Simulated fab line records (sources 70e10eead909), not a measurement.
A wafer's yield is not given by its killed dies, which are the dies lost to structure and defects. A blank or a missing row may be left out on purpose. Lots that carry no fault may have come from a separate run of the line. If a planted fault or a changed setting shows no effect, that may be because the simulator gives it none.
What tool caused it? -- flow nand harc -- 21 wafers sampled from 7 lots at 1 step of a route of 1159

== WHAT THE GAUGES SHOWED, per wafer ==
NHARC_P_STI_CD_MEAS_16.
lot,measured,on,cd nm (nm)
L913,day 2 23:32,cd sem-02,200.6 197.9 200.4
L917,day 3 21:01,cd sem-03,199.3 198.0 197.7
L918,day 4 05:46,cd sem-02,201.7 202.9 202.4
L920,day 4 19:13,cd sem-03,198.0 197.4 200.7
L928,day 6 23:16,cd sem-02,192.3 194.0 192.8
L931,day 7 12:13,cd sem-01,199.0 201.5 198.5
L932,day 7 20:28,cd sem-03,197.0 196.9 198.1

== TOOL THAT RAN EACH LOT (tool first, then ch and the chambers of the sampled wafers, then the start) ==
No process step before these readings appears in the record.

== THE ANSWER, worked out from the rows above alone ==
Rule: the usual values come from the lots themselves. Put in order of their means at a reading, lots are off if they are a third of the lots or fewer, leave a main group of 4 or more, and stand apart from it by a gap of 3 or more times the standard deviation of the main group's means; of several such gaps the widest counts. The tables above print the reading to a certain number of digits; a main group whose means all agree to those digits is not used. Also off: a lot with no number at a reading for which 4 or more lots have one. Where the step has rows for the other lots, those lots are counted as sound.
Across all readings shown, no lot is off: no conclusion can be drawn from this.

== WHAT THE SIMULATOR HAD PUT IN ==
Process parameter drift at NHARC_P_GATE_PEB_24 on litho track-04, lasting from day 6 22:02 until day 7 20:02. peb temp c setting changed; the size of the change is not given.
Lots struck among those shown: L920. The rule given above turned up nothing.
